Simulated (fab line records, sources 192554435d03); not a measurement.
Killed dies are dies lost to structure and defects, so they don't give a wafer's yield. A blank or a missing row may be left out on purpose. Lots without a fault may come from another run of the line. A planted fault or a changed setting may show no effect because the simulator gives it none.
A struck lot beside a sound one | flow n5_finfet | 43 steps out of a route of 1938
Sound: wafers L642.2, L642.4. Struck: wafers L644.3, L644.4, L644.5. The cause comes at the end.
At each step with rows: each side's tool, then ch and its chambers, then its first start. Under that, the readings that differ: sound wafers | struck wafers | difference of the means | sigmas: that difference in standard deviations of wafers without a fault.
alike: readings whose means differ by less than 2 such deviations, and words and numbers that are the same on both sides. not compared: withheld readings, readings that some wafer has no value for, bounds like >300 that may hide the same value, and numbers for which the record gives no deviation and whose values overlap.
The two part at a step that has a row with sigmas, a row that says differs or no value, or rows on one side only. Numbers that don't overlap but have no deviation are shown without sigmas and don't part them. A reading that every wafer of one side lacks parts them only if that side has two wafers or more.

first, 2 steps without rows for these wafers: N5_MOL_CONTACT_COAG_PRECLEAN_127 (cleans in DIW, time 57.5 s); N5_MOL_CONTACT_COAG_SRD_128 (dry time 32 s).
N5_MOL_CONTACT_COAG_CMP_52: polishes, stops on SiO2, t overpolish 1.5 s, target thk 66.5 nm.
  sound on cmp-04 ch 0,1, day 7 05:54; struck on cmp-04 ch 1,2,3, day 7 08:53
  alike: motor_current_A, overpolish_run_s, slurry_flow_ml_min, time_to_endpoint_s
N5_MOL_CONTACT_COAG_THK_MEAS_53:
  sound on film_metro-01, day 7 06:07; struck on film_metro-02, day 7 09:06
  alike: VIA_MOL_THK
N5_MOL_CONTACT_COAG_ANNEAL_112: time 1800 s.
  sound on hp_anneal-01 ch 0, day 7 08:28; struck on hp_anneal-01 ch 0, day 7 11:28
  alike: spike_tc_bottom_C, wafer_temp_C_max
N5_MOL_CONTACT_COAG_INSPECT_97: inspects for defects (darkfield).
  sound on defect_inspect-01, day 7 11:31; struck on defect_inspect-01, day 7 14:31
  alike: raw_defect_count
then, 2 steps without rows for these wafers: N5_BEOL_M0_SAQP_PECVD_00 (deposits SiCN from 3MS/NH3, target thk 8 nm, time 14 s); N5_BEOL_M0_SAQP_ILD_DEP_01 (deposits SiOC from DEMS/O2, target thk 45.419 nm, time 8.7 s).
N5_BEOL_M0_SAQP_HM_DEP_02: deposits TiN, target thk 12 nm.
  sound on pvd_sputter-02, day 7 11:59; struck on pvd_sputter-02, day 7 16:21
  alike: chamber_pressure_pa, susceptor_temp_C, throttle_valve_pct
then, 2 steps without rows for these wafers: N5_BEOL_M0_SAQP_PECVD_03 (deposits SiCN from 3MS/NH3, target thk 12 nm, time 21.1 s); N5_BEOL_M0_SAQP_PECVD_96 (deposits a-Si from SiH4/He, target thk 45 nm, time 45.2 s).
N5_BEOL_M0_SAQP_PECVD_97: deposits SiNx from SiH4/NH3/N2, target thk 23 nm, time 19.9 s.
  sound on pecvd-01 ch 1,2, day 7 12:11; struck on pecvd-01 ch 1,2, day 7 16:36
  no value came back on the struck wafers for any of 6 readings (chamber_pressure_Torr (Torr), heater_power_outer_w (W) and others); on the sound wafers chamber_pressure_Torr (Torr) reads 1.498 1.497
  not compared: since_wet_clean_h
then, 1 step without rows for these wafers: N5_BEOL_M0_SAQP_PECVD_04 (deposits a-Si from SiH4/He, target thk 60 nm, time 60.2 s).
N5_BEOL_M0_SAQP_THK_MEAS_05:
  sound on film_metro-01, day 7 12:19; struck on film_metro-02, day 7 16:46
  alike: thk_nm
then, 9 steps without rows for these wafers: N5_BEOL_M0_SAQP_HM_DEP_111 (deposits SiO2 from SiH4/N2O, target thk 12 nm, time 7.2 s); N5_BEOL_M0_SAQP_COAT_81 (time 60 s, resist thk 100 nm); N5_BEOL_M0_SAQP_COAT_82 (time 60 s, resist thk 30 nm); N5_BEOL_M0_SAQP_COAT_08 (resist thk 90 nm); N5_BEOL_M0_SAQP_EBR_10; N5_BEOL_M0_SAQP_SOFTBAKE_09 (time 60 s); N5_BEOL_M0_SAQP_EXPOSE_11 (exposes mask M0 CORE, target cd 42 nm); N5_BEOL_M0_SAQP_PEB_12 (peb time 60 s); N5_BEOL_M0_SAQP_DEVELOP_13 (develop time 30 s).
N5_BEOL_M0_SAQP_CD_MEAS_14: target cd 42.5 nm.
  sound on cd_sem-01 ch 0, day 7 12:48; struck on cd_sem-01 ch 0, day 7 17:16
  alike: cd_nm
N5_BEOL_M0_SAQP_OVL_MEAS_15:
  sound on overlay-02 ch 0, day 7 12:50; struck on overlay-02 ch 0, day 7 17:17
  reading          | sound    | struck         | difference | sigmas
  M0_CORE_OVL (nm) | -0.3 0.3 | -1.6 -1.3 -2.0 | -1.6       | -2
N5_BEOL_M0_SAQP_INSPECT_16: inspects for defects (brightfield).
  sound on defect_inspect-01, day 7 12:52; struck on defect_inspect-01, day 7 17:19
  alike: raw_defect_count
then, 1 step without rows for these wafers: N5_BEOL_M0_SAQP_DESCUM_19 (chemistry O2, time 7.9 s).
N5_BEOL_M0_SAQP_ETCH_83: etches SiARC in CF4, target depth 39 nm, time 65 s.
  sound on rie_diel-04 ch 1,3, day 7 12:58; struck on rie_diel-05 ch 2,3, day 7 17:23
  reading                         | sound       | struck            | difference | sigmas
  rf_vpp_V (V)                    | 182.1 182.8 | 185.6 184.8 185.0 | +2.7       | +2
  showerhead_plenum_p_Torr (Torr) | 1.98 2.10   | 2.25 2.23 2.25    | +0.20      | +3
  alike: drypump_motor_current_A, etch_rf_on_time_s, oes_product_au, throttle_valve_pct
  not compared: rf_hours_counter_h
N5_BEOL_M0_SAQP_ETCH_84: etches SOC in N2/H2, target depth 100 nm, overetch 20 nm, time 150 s.
  sound on rie_diel-04 ch 1,3, day 7 13:01; struck on rie_diel-05 ch 2,3, day 7 17:26
  reading                         | sound       | struck            | difference | sigmas
  rf_vpp_V (V)                    | 519.1 523.0 | 527.7 526.1 527.4 | +6.0       | +2
  showerhead_plenum_p_Torr (Torr) | 2.35 2.51   | 2.69 2.67 2.69    | +0.25      | +3
  alike: drypump_motor_current_A, oes_product_au, throttle_valve_pct
  not compared: rf_hours_counter_h
then, 11 steps without rows for these wafers: N5_BEOL_M0_SAQP_STRIP_80 (strips in N2/H2); N5_BEOL_M0_SAQP_HM_OPEN_112 (chemistry CHF3/O2, target SiO2, stops on a-Si, target depth 12 nm, time 13.5 s); N5_BEOL_M0_SAQP_STRIP_113 (strips in CHF3/O2); N5_BEOL_M0_SAQP_MANDREL_ETCH_20 (etches a-Si in HBr/Cl2, stops on SiNx, target depth 60 nm, bt time 10 s, time 30 s); N5_BEOL_M0_SAQP_STRIP_86 (strips in N2/H2); N5_BEOL_M0_SAQP_STRIP_115 (strips in post etch residue remover, time 60 s); N5_BEOL_M0_SAQP_SRD_93 (time 30 s); N5_BEOL_M0_SAQP_RECESS_114 (chemistry HF/NH3, target SiO2, target depth 14.4 nm, afs cycles 3, sublimation time 60 s); N5_BEOL_M0_SAQP_SPACER1_ALD_98 (deposits SiO2, target thk 12.8 nm, pulse time 1 s, purge time 2 s); N5_BEOL_M0_SAQP_SPACER1_ETCHBACK_99 (etches SiO2 in CHF3/O2, target depth 15.4 nm, time 7.7 s); N5_BEOL_M0_SAQP_MANDREL1_REMOVE_100 (chemistry HBr/Cl2/O2, target a-Si, stops on SiNx, bt time 10 s).
N5_BEOL_M0_SAQP_CD_MEAS_25: target cd 13.1 nm.
  sound on cd_sem-01 ch 0, day 7 14:32; struck on cd_sem-02 ch 0, day 7 20:01
  alike: cd_nm
N5_BEOL_M0_SAQP_CD_MEAS_29: target cd 14.4 nm.
  sound on cd_sem-03 ch 0, day 7 16:19; struck on cd_sem-03 ch 0, day 7 22:11
  reading    | sound       | struck | difference                    | sigmas
  cd_nm (nm) | 15.58 14.59 | - - -  | no value on the struck wafers |
N5_BEOL_M4_RC_MEAS_101:
  the record has rows for the sound wafers here (prober-02 ch 0, day 9 19:37) and none for the struck ones

WHERE THEY PART
First at N5_BEOL_M0_SAQP_PECVD_97; last, within this record, at N5_BEOL_M4_RC_MEAS_101.

WHY: what the simulator had put in
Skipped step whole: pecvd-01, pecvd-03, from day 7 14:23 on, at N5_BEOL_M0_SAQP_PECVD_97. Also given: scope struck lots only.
